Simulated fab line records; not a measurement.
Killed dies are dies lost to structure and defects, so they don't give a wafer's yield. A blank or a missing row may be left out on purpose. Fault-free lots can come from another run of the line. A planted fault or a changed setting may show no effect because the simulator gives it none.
Struck lot and sound lot, side by side ; flow n5-finfet ; 41 steps out of a route of 1938
Sound: wafers L839.1, L839.3, L839.6. Struck: wafers L841.3, L841.4 (left out: L841.5, a lot-mate that was not struck); the cause follows at the end.
For every step that has rows: the tool of each side, followed by ch and its chambers, followed by its first start. Under that, the readings that differ: sound wafers ; struck wafers ; difference of the means ; sigmas: that difference in standard deviations of wafers without a fault.
alike: readings with means less than 2 such deviations apart, plus words and numbers identical on both sides. not compared: withheld readings, readings lacking a value on some wafer, bounds such as >300 that could conceal the same value, and numbers that have no deviation in the record and whose values overlap.
The two part at a step that has a row with sigmas, a row that says differs or no value, or rows on one side only. When numbers do not overlap yet have no deviation, they are printed without sigmas and do not part them. Lack of a reading on every wafer of one side parts them only where that side has two or more wafers.

first, 9 steps without rows for these wafers: N5_BEOL_M4_ANNEAL_95 (time 240 s); N5_BEOL_M4_SPUTTER_96 (material Cu, target thk 4.5 nm, time 8.29 s); N5_BEOL_M4_ECD_50 (material Cu, target thk 300 nm); N5_BEOL_M4_ANNEAL_51 (time 90 s); N5_BEOL_M4_CMP_52 (polishes, stops on SiOC, t overpolish 6.8 s, target thk 40 nm); N5_BEOL_M4_PRE_CLEAN_60 (time 15 s); N5_BEOL_M4_CO_CAP_55 (material Co, precursor CCTBA/H2, target thk 2 nm, time 102.1 s); N5_BEOL_M4_PRE_CLEAN_56 (time 15 s); N5_BEOL_M4_DEP_57 (deposits SiCN from 3MS/NH3, target thk 8 nm, time 14 s).
N5_BEOL_M4_RC_MEAS_101:
  sound on prober-02 ch 0, day 9 08:47; struck on prober-01 ch 0, day 9 11:16
  alike: DIBL_N, DIBL_P, IOFF_N, IOFF_P, ION_N, ION_P, SS_N, SS_P, VT_N, VT_P
then, 24 steps without rows for these wafers: N5_BEOL_M5_ILD_DEP_00 (deposits SiCOH lowk from DEMS/porogen, target thk 140.64 nm, time 25.9 s); N5_BEOL_M5_CURE_79 (cures SiCOH lowk, time 240 s); N5_BEOL_M5_PECVD_70 (deposits SiO2 from TEOS/O2, target thk 16 nm, time 18 s); N5_BEOL_M5_HM_DEP_02 (deposits TiN, target thk 20 nm); N5_BEOL_M5_COAT_59 (time 60 s, resist thk 60 nm); N5_BEOL_M5_COAT_60 (time 60 s, resist thk 12 nm); N5_BEOL_M5_COAT_71 (time 60 s, resist thk 5 nm); N5_BEOL_M5_COAT_05 (resist thk 30 nm); N5_BEOL_M5_EBR_07; N5_BEOL_M5_SOFTBAKE_06 (time 60 s); N5_BEOL_M5_EXPOSE_08 (exposes mask M5, target cd 28 nm); N5_BEOL_M5_PEB_09 (peb time 60 s); N5_BEOL_M5_DEVELOP_10 (develop time 30 s); N5_BEOL_M5_DESCUM_16 (chemistry O2, time 7 s); N5_BEOL_M5_ETCH_72 (etches underlayer in N2/H2, target depth 6.5 nm, time 5.2 s); N5_BEOL_M5_ETCH_61 (etches SiARC in CF4, target depth 15.6 nm, time 26 s); N5_BEOL_M5_ETCH_62 (etches SOC in N2/H2, target depth 75 nm, overetch 15 nm, time 112.5 s); N5_BEOL_M5_STRIP_63 (strips in N2/H2); N5_BEOL_M5_STRIP_73 (strips in N2/H2); N5_BEOL_M5_STRIP_64 (strips in CF4); N5_BEOL_M5_HM_OPEN_17 (chemistry Cl2/BCl3, target TiN, target depth 20 nm, overetch 6 nm); N5_BEOL_M5_STRIP_19 (strips in O2); N5_BEOL_M5_COAT_65 (time 60 s, resist thk 60 nm); N5_BEOL_M5_COAT_66 (time 60 s, resist thk 12 nm).
N5_BEOL_M9_HM_DEP_02: deposits TiN, target thk 20 nm.
  sound on pvd-sputter-02 at day 11 10:17; struck on pvd-sputter-02 at day 11 10:47
reading;sound;struck;difference;sigmas
model.TiN_of_BEOL_M9_HM_DEP_02.thk-nm (nm);20.4 20.2 20.2;31.6 31.6;+11.3;
  alike: throttle-valve-pct
N5_BEOL_M9_HM_OPEN_17: chemistry Cl2/BCl3, target TiN, target depth 20 nm, overetch 6 nm.
  sound on rie-metal-03 ch 0,1, day 11 11:13; struck on rie-metal-01 ch 0,1, day 11 11:36
reading;sound;struck;difference;sigmas
oes-product-au (a.u.);0.54 0.61 0.54;0.82 0.88;+0.29;+3
model.etch.depth-nm (nm);20.49 20.21 20.19;27.31 25.1;+5.91;
  alike: drypump-motor-current-A, mfc-cl2-sccm, throttle-valve-pct
  not compared: rf-hours-counter-h
N5_BEOL_M9_VIA_ETCH_34: etches SiCOH lowk in C4F6/O2, target depth 182.4 nm, time 68.4 s.
  sound on rie-diel-06 ch 2,3, day 11 12:20; struck on rie-diel-02 ch 0,1, day 11 12:55
reading;sound;struck;difference;sigmas
drypump-motor-current-A (A);5.3 4.8 4.8;5.9 6.0;+1.0;+2
oes-product-au (a.u.);0.73 0.89 0.89;0.33 0.28;-0.53;-6
  alike: O2_flow_sccm, rf-vpp-V, showerhead-plenum-p-Torr, throttle-valve-pct
  not compared: rf-hours-counter-h
N5_BEOL_M9_TRENCH_ETCH_37: etches SiCOH lowk in C4F6/O2, target depth 151.43 nm, time 49 s.
  sound: rie-diel-06 ch 2,3; struck: rie-diel-02 ch 0,1
reading;sound;struck;difference;sigmas
drypump-motor-current-A (A);5.3 4.8 4.8;5.9 6.0;+1.0;+2
model.TiN_of_BEOL_M9_HM_DEP_02.thk-nm (nm);16.4 16.2 16.2;27.4 27.4;+11.1;
  alike: O2_flow_sccm, oes-product-au, rf-vpp-V, showerhead-plenum-p-Torr, throttle-valve-pct
  not compared: rf-hours-counter-h
N5_BEOL_M9_OCD_MEAS_38:
  sound on ocd-02 at day 11 12:37; struck on ocd-01 at day 11 13:17
  not compared: trench-depth-nm
N5_BEOL_M9_CD_MEAS_35: target cd 70 nm, target cd y 40 nm.
  sound on cd-sem-01 at day 11 12:46; struck on cd-sem-03 at day 11 13:27
reading;sound;struck;difference;sigmas
cd-nm (nm);70.0 69.8 71.6;- -;no value on the struck wafers;
-- a jump in the record: the struck wafers' starts before and after are 3 days apart (it breaks off in module BEOL_M9 and resumes in module PASSIVATION, where the first step shown is number 1936 of the route) --
N5_PASSIVATION_PROBE_49:
  sound on prober-01 at day 14 10:07; struck on prober-02 at day 14 12:22
reading;sound;struck;difference;sigmas
defect-limited-yield (%);91.1 93.3 91.5;0.9 0;-91.5;-54
killed_at_M0_to_M3;22 23 27;52 66;+35;+3
killed_at_M4_up;8 7 23;1074 1051;+1050;+99 or more
killed-dies;105 79 100;1169 1180;+1080;+51
killed-on-rim;20 16 8;152 152;+137;+31
killed-short;41 28 28;40 67;+21;+2
sort_bin_5_function (%);5.8 3.7 4.8;94.6 95.5;+90.3;+75
sort-n-pass;1075 1101 1080;11 0;-1080;-51
sort-yield-pct (%);91.1 93.3 91.5;0.9 0;-91.5;-51
  alike: killed-at-contacts, killed-at-front-end, killed-at-other, killed-open, sort_bin_6_memory

## WHERE THEY PART
First at N5_BEOL_M9_HM_OPEN_17; last, within this record, at N5_PASSIVATION_PROBE_49.

WHY: what the simulator had put in
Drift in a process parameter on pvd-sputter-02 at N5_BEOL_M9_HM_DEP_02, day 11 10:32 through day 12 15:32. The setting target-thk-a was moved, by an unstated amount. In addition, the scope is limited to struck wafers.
